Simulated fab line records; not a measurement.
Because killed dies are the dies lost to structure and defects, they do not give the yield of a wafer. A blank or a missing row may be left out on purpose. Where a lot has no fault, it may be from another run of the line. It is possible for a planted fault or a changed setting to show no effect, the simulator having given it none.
Split-lot experiment | flow n5 finfet | on a route of 1938 steps: 7 lots, 21 wafers read

## THE SPLIT
At N5_BEOL_M13_EXPOSE_25 (exposes mask M13, target cd 210 nm), the setting dose mj was moved away from the recipe's 22 on 4 of the 21 wafers read, by -2.3% to +3.7%. The other wafers ran this setting at the recipe's value.

## FROM THE SPLIT TO THE READING: what the file shows between them, 3 steps
- N5_BEOL_M13_PEB_26: peb time 90 s
- N5_BEOL_M13_DEVELOP_27: develop time 45 s
- N5_BEOL_M13_HARDBAKE_32: time 120 s

## THE READING
At N5_BEOL_M13_CD_MEAS_28: cd nm in nanometres, against a target cd of 209.5 nm. On this fab line, fault-free wafers typically give 209.5 nm with a standard deviation of 0.92 nm.

wafer  | tool, chamber at the split | dose mj as run | against the recipe | cd nm, nm | against lot-mates on the recipe
L076.1 | krf scanner-01, 0          | 22             | recipe             | 210.7     | -
L076.5 | krf scanner-01, 0          | 22             | recipe             | 210.0     | -
L076.6 | krf scanner-01, 0          | 22             | recipe             | 211.0     | -
L080.4 | krf scanner-01, 0          | 22             | recipe             | 208.5     | -
L080.5 | krf scanner-01, 0          | 22             | recipe             | 208.3     | -
L080.6 | krf scanner-01, 0          | 22             | recipe             | 208.6     | -
L082.3 | krf scanner-02, 0          | 22             | recipe             | 208.3     | -
L082.4 | krf scanner-02, 0          | 22.54          | +2.5%              | 212.8     | +4.5
L082.6 | krf scanner-02, 0          | 22.54          | +2.5%              | 211.6     | +3.3
L083.3 | krf scanner-02, 0          | 22             | recipe             | 209.5     | -
L083.4 | krf scanner-02, 0          | 22             | recipe             | 209.3     | -
L083.5 | krf scanner-02, 0          | 22             | recipe             | 208.7     | -
L084.1 | krf scanner-01, 0          | 22             | recipe             | 208.8     | -
L084.3 | krf scanner-01, 0          | 21.5           | -2.3%              | 206.3     | -2.8
L084.6 | krf scanner-01, 0          | 22             | recipe             | 209.4     | -
L085.1 | krf scanner-01, 0          | 22             | recipe             | 209.8     | -
L085.3 | krf scanner-01, 0          | 22             | recipe             | 208.6     | -
L085.6 | krf scanner-01, 0          | 22             | recipe             | 209.8     | -
L096.3 | krf scanner-02, 0          | 22.81          | +3.7%              | 213.2     | +4.0
L096.5 | krf scanner-02, 0          | 22             | recipe             | 208.5     | -
L096.6 | krf scanner-02, 0          | 22             | recipe             | 209.8     | -

THE FIT
A straight line over all 21 wafers: cd nm changes by +1.16 nm for each +1% of dose mj; r = +0.87; the points scatter about the line by 0.79 nm.
The same after taking each lot's own level away (the mean of its wafers on the recipe; 21 wafers): +1.31 nm for each +1%; r = +0.95; scatter 0.52 nm.
According to that fit, moving dose mj by its largest amount changes the reading by 4.8 nm.
The lots' own levels span 208.30 to 210.57 nm, that is 2.5 times the standard deviation above.
Hence the slope depends on the lot-to-lot level, as the two fits are not the same.
Check: for one of the wafers moved furthest among these (+3.7%), held out of the fit, the line's prediction against its lot-mates is +5.48 nm. Against them it came out at +4.05 nm.

## ADDITIONAL SPLITS CARRIED BY THESE WAFERS
Before the reading, these wafers also passed through other splits. Each is held against what the fit with the lots' levels taken away leaves over:
other split on the same wafers    | wafers away from the commonest value | r with cd nm (lot level and that fit taken away)
N5_BEOL_M11_VIA_ETCH_34 time s    | 10                                   | -0.01
N5_BEOL_M11_TRENCH_ETCH_37 bias w | 2                                    | +0.06

## THE WHOLE CHAIN: every reading that the file lists as answering this split, in the file's order
step                   | what it does             | reading                                                         | change (the file's fit)              | r (the file's)
N5_BEOL_M13_CD_MEAS_28 | target cd 209.5 nm       | cd nm                                                           | +1.25 nm for each +1% of the setting | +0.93
N5_BEOL_M13_DESCUM_33  | chemistry O2, time 7.9 s | BEOL_M13.cd nm (the simulator's own value, which no gauge read) | +1.19 nm for each +1% of the setting | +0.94

## THE FILE'S OWN FIT
cd nm changes by +1.25 nm for each +1% of dose mj, r = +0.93.
